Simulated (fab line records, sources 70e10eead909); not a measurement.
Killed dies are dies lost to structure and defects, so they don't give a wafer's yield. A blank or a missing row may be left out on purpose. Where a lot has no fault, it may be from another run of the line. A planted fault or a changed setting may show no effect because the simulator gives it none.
fab line records | flow nand-harc
record lots=5 wafers=15 last-day=32
route steps=1302 shown P_STI@107 P_GATE@110 END@1302
lots with no fault: from the same line, run without faults
start-h: hours from the record's opening day to when the first of the lot's shown wafers began | wait-h: hours from the lot's prior step to this one | " as in the row above | L1.1+2: several wafers, shown together as one row | - no value, or no start given | * or withheld: withheld | < > ~ a bound
route shown NAME@n: a module of which the file shows steps, and the number in the route of the first | usual: average and standard deviation across the fault-free wafers | same: alike in all rows | chamber/n: place in a boat | sites: readings site by site | _std_site: the values' standard deviation | _edge_site: mean of outer sites minus mean of inner sites | radius-mm: for every site, how far away it sits from the centre of the wafer | mask NAME#n: copy n | behind: tool/chamber where the wafer was last shaped | hold: cause of the lot's hold/its duration in hours/its outcome | device: the n, p or np transistor that did not switch | end of line: the route-end tests of the same wafers | where a step has no rows: the recipe by itself | killed: count of dies lost to structure and defects at first sort (not the wafer's yield) | map: per-die view of a wafer (x killed, . not killed, _ where there is no die)
set.NAME: the setting as run; set.NAME@STEP: as run at that earlier step | model.NAME: the simulator's own value behind a step, which no gauge read
certain route steps with their lots: each step a table, each wafer a row
services: a tool's chamber out of use, with start hour (start-h, from the record's first day; less than 0 if before it), hours out, and reason
## steps
# step NHARC_P_STI_SRD_39
# step NHARC_P_STI_OXIDE_40
# recipe target-thk-a=100 temp-c=900 ox-time-s=1362 material=SiO2
# step NHARC_P_STI_INSPECT_25
# usual raw-defect-count=219/85
# columns lot.wafer tool chamber start-h wait-h raw-defect-count
L571.3 defect-inspect-01 - 126.14 0.4 202
L571.5 " - " " 165
L571.6 " - " " 214
L576.1 defect-inspect-02 - 176.80 0.4 261
L576.2 " - " " 257
L576.6 " - " " 299
L585.3 defect-inspect-01 - 264.33 0.4 137
L585.4 " - " " 161
L585.6 " - " " 133
L586.2 defect-inspect-02 - 278.92 0.4 142
L586.4 " - " " 153
L586.6 " - " " 127
L588.2 defect-inspect-01 - 292.90 0.4 186
L588.5 " - " " 167
L588.6 " - " " 161
# step NHARC_P_GATE_ETCH_69
# recipe target-depth-a=140 chemistry=dHF material=SiO2
# step NHARC_P_GATE_PRECLEAN_70
# recipe time-s=* temp-c=50 bath-age-min=0 chemistry=SC1
# step NHARC_P_GATE_SRD_01
# step NHARC_P_GATE_OXIDE_02
# recipe target-thk-a=375 temp-c=950 p-h2o-torr=720 ox-time-s=365 material=SiO2
# step NHARC_P_GATE_DEHYDRATE_03
# recipe temp-c=150 time-s=120
# step NHARC_P_GATE_HMDS_04
# recipe time-s=30
# step NHARC_P_GATE_COAT_05
# recipe spin-rpm=4690
# step NHARC_P_GATE_SOFTBAKE_06
# recipe temp-c=122 time-s=95
# step NHARC_P_GATE_EBR_07
# step NHARC_P_GATE_EXPOSE_08
# recipe na=0.6 dose-mj=16.75 mask-id=P_HV
# same na=0.6
# columns lot.wafer tool chamber start-h wait-h mask
L571.3+5+6 krf-scanner-04 0 134.40 - P_HV#0
L576.1+2+6 krf-scanner-04 0 187.99 - P_NSD#0
L585.3+4+6 krf-scanner-02 0 272.46 - P_HV#0
L586.2+4+6 krf-scanner-04 0 287.16 - P_HV#0
L588.2+5+6 krf-scanner-03 0 301.03 - P_HV#0
# step NHARC_P_GATE_PEB_09
# recipe peb-temp-c=118 peb-time-s=85
# step NHARC_P_GATE_DEVELOP_10
# recipe time-s=70
# step NHARC_P_GATE_CD_MEAS_11
# recipe target-cd-nm=1640 landing-energy-ev=500
# usual cd-nm=1639.5/2.8
# same landing-energy-ev=500
# columns lot.wafer tool chamber start-h wait-h cd-nm
L571.3 cd-sem-03 0 134.55 - 1640.1
L571.5 " 0 " " 1640.2
L571.6 " 0 " " 1643.0
L576.1 cd-sem-03 0 188.14 - -
L576.2 " 0 " " -
L576.6 " 0 " " -
L585.3 cd-sem-03 0 272.61 - 1640.1
L585.4 " 0 " " 1642.0
L585.6 " 0 " " 1636.3
L586.2 cd-sem-03 0 287.31 - 1641.2
L586.4 " 0 " " 1635.6
L586.6 " 0 " " 1642.2
L588.2 cd-sem-01 0 301.19 - 1637.7
L588.5 " 0 " " 1640.0
L588.6 " 0 " " 1637.2
# step NHARC_P_GATE_HARDBAKE_12
# recipe temp-c=125 time-s=80
# step NHARC_END_SORT_01
# recipe temp-c=25
# usual killed-at-array=55/19 killed-at-other=0.9/1.4 killed-at-periphery=3.8/2.9 killed-dies=60/19 killed-open=3.3/1.8 killed-short=2.6/1.6
# same gross-dies=677
# columns lot.wafer tool chamber start-h wait-h killed-at-array killed-at-other killed-at-periphery killed-dies killed-open killed-short
L576.1 prober-01 0 687.41 2.5 38 0 639 677 1 4
L576.2 prober-01 0 688.21 2.8 59 0 618 677 3 0
L576.6 prober-01 0 691.40 4.0 37 0 640 677 0 4
# killed by level:class
L576.1 P_GATE:area-expose=636 A_SLIT:chamber-film-flake=21 A_CHANNEL_HOLE_D1:chamber-film-flake=5 A_STAIRCASE:chamber-film-flake=4 A_DECK1_JOINT:chamber-film-flake=2 A_CHANNEL_HOLE_D2:chamber-film-flake=2 P_STI:geometric-particle:short=1 A_DECK1_JOINT:geometric-particle:short=1
L576.2 P_GATE:area-expose=615 A_SLIT:chamber-film-flake=37 A_CHANNEL_HOLE_D1:chamber-film-flake=11 A_STAIRCASE:chamber-film-flake=4 P_GATE:chamber-film-flake=3 A_ONON_D1:geometric-particle:open=2 A_M1:geometric-particle:open=1 A_CHANNEL_HOLE_D2:chamber-film-flake=1
L576.6 P_GATE:area-expose=637 A_SLIT:chamber-film-flake=23 A_CHANNEL_HOLE_D1:chamber-film-flake=5 A_CHANNEL_FILL_D1:geometric-particle:short=2 P_M1:chamber-film-flake=2 A_STAIRCASE:chamber-film-flake=2 A_ONON_D1:geometric-particle:short=1 A_DECK1_JOINT:geometric-particle:short=1
# map L576.1 (x killed, . not)
____________x____________
_________xxxxxxx_________
_______xxxxxxxxxxx_______
______xxxxxxxxxxxxx______
_____xxxxxxxxxxxxxxx_____
____xxxxxxxxxxxxxxxxx____
____xxxxxxxxxxxxxxxxx____
___xxxxxxxxxxxxxxxxxxx___
___xxxxxxxxxxxxxxxxxxx___
__xxxxxxxxxxxxxxxxxxxxx__
__xxxxxxxxxxxxxxxxxxxxx__
_xxxxxxxxxxxxxxxxxxxxxxx_
_xxxxxxxxxxxxxxxxxxxxxxx_
_xxxxxxxxxxxxxxxxxxxxxxx_
_xxxxxxxxxxxxxxxxxxxxxxx_
_xxxxxxxxxxxxxxxxxxxxxxx_
xxxxxxxxxxxxxxxxxxxxxxxxx
xxxxxxxxxxxxxxxxxxxxxxxxx
xxxxxxxxxxxxxxxxxxxxxxxxx
xxxxxxxxxxxxxxxxxxxxxxxxx
xxxxxxxxxxxxxxxxxxxxxxxxx
_xxxxxxxxxxxxxxxxxxxxxxx_
_xxxxxxxxxxxxxxxxxxxxxxx_
_xxxxxxxxxxxxxxxxxxxxxxx_
_xxxxxxxxxxxxxxxxxxxxxxx_
_xxxxxxxxxxxxxxxxxxxxxxx_
__xxxxxxxxxxxxxxxxxxxxx__
__xxxxxxxxxxxxxxxxxxxxx__
___xxxxxxxxxxxxxxxxxxx___
___xxxxxxxxxxxxxxxxxxx___
____xxxxxxxxxxxxxxxxx____
____xxxxxxxxxxxxxxxxx____
_____xxxxxxxxxxxxxxx_____
______xxxxxxxxxxxxx______
_______xxxxxxxxxxx_______
_________xxxxxxx_________
____________x____________
# map L586.2 (x killed, . not)
____________.____________
_________......._________
_______.......x..._______
______.............______
_____..............._____
____.................____
____.................____
___...................___
___....x....x.........___
__.....................__
__x....................__
_......................._
_........x.............._
_....x...............x.x_
_.........x...x.....x.xx_
_x...................x.x_
..................xxxxxxx
............x......xxxxxx
......x..........x...xx..
...................xxxxx.
............x.......x..x.
_..................x...._
_......................._
_......................._
_.....x...x........x...._
_......................._
__.................x...__
__..x..................__
___...................___
___...................___
____.................____
____.................____
_____..............._____
______.x...........______
_______..........._______
_________..x...._________
____________.____________
## services
# columns tool chamber start-h hours kind
krf-scanner-03 - 118.20 0.4 repair
krf-scanner-04 - 136.23 0.5 repair
krf-scanner-03 - 143.67 0.3 repair
krf-scanner-02 0 145.79 - calibration
krf-scanner-03 - 167.24 3.7 repair
krf-scanner-02 - 179.12 6.2 repair
krf-scanner-03 0 179.18 - calibration
krf-scanner-04 - 183.76 4.0 pm
krf-scanner-04 - 214.49 0.9 repair
krf-scanner-02 - 242.30 0.7 repair
krf-scanner-03 - 248.97 0.3 repair
krf-scanner-03 - 257.57 0.7 repair
krf-scanner-03 - 260.56 4.1 repair
krf-scanner-04 0 261.90 - calibration
krf-scanner-02 - 266.02 4.0 pm
krf-scanner-04 - 275.06 2.4 repair
## key
first-sign step=NHARC_P_GATE_EXPOSE_08 reading=mask direction=changed
effect step=NHARC_P_GATE_CD_MEAS_11 reading=cd-nm direction=missing
effect step=NHARC_END_SORT_01 reading=killed-at-periphery direction=up sigmas=99+ usual=3.8 struck=632.3
more-kills-born-at NHARC_P_GATE_EXPOSE_08@krf-scanner-04=1888
met-at NHARC_P_GATE_EXPOSE_08
struck-wafers L576.1,L576.2,L576.6
later-rows-left-out L576.1,L576.2,L576.6
tester-left-out L576
onset-between 134.40 187.99
fault kind=wrong-mask tool=any chamber=- onset-h=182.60 steps=NHARC_P_GATE_EXPOSE_08 aux-copy=P_NSD#0 scope=struck-lots-only
# tester-left-out: of these lots the tester's yield and bins aren't shown, on N5 and GAA mostly nor the transistor test; their killed dies are dies lost to structure and defects alone, not to doping, threshold or leakage, so they don't give the yield
# later-rows-left-out: the simulator's readings of these wafers behind a module that went badly wrong aren't trusted and aren't shown, but for the sort
